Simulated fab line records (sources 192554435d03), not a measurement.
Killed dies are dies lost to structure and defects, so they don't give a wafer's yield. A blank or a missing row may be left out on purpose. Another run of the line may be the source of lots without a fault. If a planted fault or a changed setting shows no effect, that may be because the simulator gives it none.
Split-lot experiment -- flow n5-finfet -- 7 lots, 39 wafers read, on a route of 1938 steps

ON THE SPLIT
At N5_MOL_CONTACT_COAG_VIA_ETCH_46 (etches SiO2 in C4F6/O2, target depth 46 nm, overetch 9.2 nm, time 40 s), the setting target-depth-a was moved away from the recipe's 460 angstrom on 6 of the 39 wafers read, by -33.7% to -28.8%. For the rest of the wafers, this setting stayed at what the recipe calls for.

FROM THE SPLIT TO THE READING: what the file shows between them, 7 steps
- N5_MOL_CONTACT_COAG_STRIP_96: strips in N2/H2
- N5_MOL_CONTACT_COAG_ETCH_47: etches SiNx in CH3F/O2, stops on W, target depth 27 nm
- N5_MOL_CONTACT_COAG_STRIP_119: strips in N2/H2, time 30 s
- N5_MOL_CONTACT_COAG_PRECLEAN_144: cleans in alkaline clean, time 60 s
- N5_MOL_CONTACT_COAG_STRIP_120: strips in CHF3
- N5_MOL_CONTACT_COAG_VIA_ETCH_117: etches SiO2 in C4F6/O2, target depth 40 nm, overetch 8 nm, time 26 s
- N5_MOL_CONTACT_COAG_ETCH_124: etches SiNx in CH3F/O2, stops on SiOC, target depth 6.5 nm

THE READING
oes-product-au, in a.u., at N5_MOL_CONTACT_COAG_ETCH_48 (etches SiOC in C4F6/O2, target depth 15 nm, overetch 4.5 nm, time 17 s). Fault-free wafers of this fab line usually give 0.62 a.u., standard deviation 0.06 a.u.

wafer,"tool, chamber at the split","target-depth-a as run, angstrom",against the recipe,"oes-product-au, a.u.",against lot-mates on the recipe
L074.1,"rie-diel-05, 1",460,recipe,0.67,-
L074.2,"rie-diel-05, 0",460,recipe,0.52,-
L074.3,"rie-diel-05, 3",460,recipe,0.66,-
L074.4,"rie-diel-05, 2",460,recipe,0.62,-
L074.5,"rie-diel-05, 2",460,recipe,0.62,-
L074.6,"rie-diel-05, 1",460,recipe,0.62,-
L075.2,"rie-diel-01, 3",460,recipe,0.61,-
L075.5,"rie-diel-01, 1",460,recipe,0.63,-
L075.6,"rie-diel-01, 2",460,recipe,0.57,-
L079.1,"rie-diel-01, 0",304.9,-33.7%,0.26,-0.35
L079.2,"rie-diel-01, 2",460,recipe,0.65,-
L079.3,"rie-diel-01, 3",304.9,-33.7%,0.35,-0.26
L079.4,"rie-diel-01, 1",304.9,-33.7%,0.29,-0.32
L079.5,"rie-diel-01, 1",460,recipe,0.56,-
L079.6,"rie-diel-01, 2",460,recipe,0.62,-
L082.1,"rie-diel-01, 1",460,recipe,0.60,-
L082.2,"rie-diel-01, 0",460,recipe,0.67,-
L082.3,"rie-diel-01, 2",460,recipe,0.62,-
L082.4,"rie-diel-01, 0",460,recipe,0.64,-
L082.5,"rie-diel-01, 2",460,recipe,0.63,-
L082.6,"rie-diel-01, 1",460,recipe,0.62,-
L087.1,"rie-diel-01, 1",327.7,-28.8%,0.40,-0.26
L087.2,"rie-diel-01, 2",460,recipe,0.65,-
L087.3,"rie-diel-01, 0",327.7,-28.8%,0.55,-0.11
L087.4,"rie-diel-01, 3",460,recipe,0.67,-
L087.5,"rie-diel-01, 1",460,recipe,0.67,-
L087.6,"rie-diel-01, 2",327.7,-28.8%,0.46,-0.20
L095.1,"rie-diel-01, 0",460,recipe,0.66,-
L095.2,"rie-diel-01, 2",460,recipe,0.57,-
L095.3,"rie-diel-01, 3",460,recipe,0.61,-
L095.4,"rie-diel-01, 1",460,recipe,0.59,-
L095.5,"rie-diel-01, 1",460,recipe,0.66,-
L095.6,"rie-diel-01, 0",460,recipe,0.57,-
L097.1,"rie-diel-05, 3",460,recipe,0.60,-
L097.2,"rie-diel-05, 0",460,recipe,0.56,-
L097.3,"rie-diel-05, 2",460,recipe,0.62,-
L097.4,"rie-diel-05, 1",460,recipe,0.62,-
L097.5,"rie-diel-05, 1",460,recipe,0.57,-
L097.6,"rie-diel-05, 0",460,recipe,0.59,-

FIT RESULTS
A straight line over all 39 wafers: oes-product-au changes by +0.0076 a.u. for each +1% of target-depth-a; r = +0.87; the points scatter about the line by 0.049 a.u.
The same after taking each lot's own level away (the mean of its wafers on the recipe; 39 wafers): +0.00817 a.u. for each +1%; r = +0.92; scatter 0.04 a.u.
That fit puts the effect of the largest move of target-depth-a on the reading at 0.28 a.u.
From 0.593 to 0.663 a.u.: that is the span of the lots' own levels, equal to 1.2 times the standard deviation above.
The two slopes agree, so the slope changes little with the lot-to-lot level.
Check: with one of the wafers moved furthest among these (-33.7%) left out of the fit, the line predicts -0.257 a.u. for it against its lot-mates. Against them it came out at -0.35 a.u.

OTHER SPLITS ON THESE WAFERS
These wafers also went through other splits before the reading. Each is held against what the fit with the lots' levels taken away leaves over:
other split on the same wafers,wafers away from the commonest value,r with oes-product-au (lot level and that fit taken away)
N5_STI_FIN_REVEAL_ETCHBACK_08 target-depth-a,12,-0.16
N5_HKMG_FIN_NWFM_ALD_20 ald-cycles,15,+0.15

THE WHOLE CHAIN: every reading that the file lists as answering this split, in the file's order
step,what it does,reading,change (the file's fit),r (the file's)
N5_MOL_CONTACT_COAG_VIA_ETCH_46,"etches SiO2 in C4F6/O2, target depth 46 nm, overetch 9.2 nm, time 40 s","etch.depth-nm (the simulator's own value, which no gauge read)",+0.153 nm for each +1% of the setting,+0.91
N5_MOL_CONTACT_COAG_VIA_ETCH_46,"etches SiO2 in C4F6/O2, target depth 46 nm, overetch 9.2 nm, time 40 s","SOC_of_MOL_CONTACT_COAG_COAT_75.thk-nm (the simulator's own value, which no gauge read)",-0.0555 nm for each +1% of the setting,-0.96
N5_MOL_CONTACT_COAG_ETCH_47,"etches SiNx in CH3F/O2, stops on W, target depth 27 nm",oes-product-au,+0.0102 a.u. for each +1% of the setting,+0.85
N5_MOL_CONTACT_COAG_ETCH_124,"etches SiNx in CH3F/O2, stops on SiOC, target depth 6.5 nm",oes-product-au,+0.00884 a.u. for each +1% of the setting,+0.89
N5_MOL_CONTACT_COAG_ETCH_48,"etches SiOC in C4F6/O2, target depth 15 nm, overetch 4.5 nm, time 17 s",oes-product-au,+0.00813 a.u. for each +1% of the setting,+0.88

THE FILE'S OWN FIT
oes-product-au changes by +0.00813 a.u. for each +1% of target-depth-a, r = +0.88.
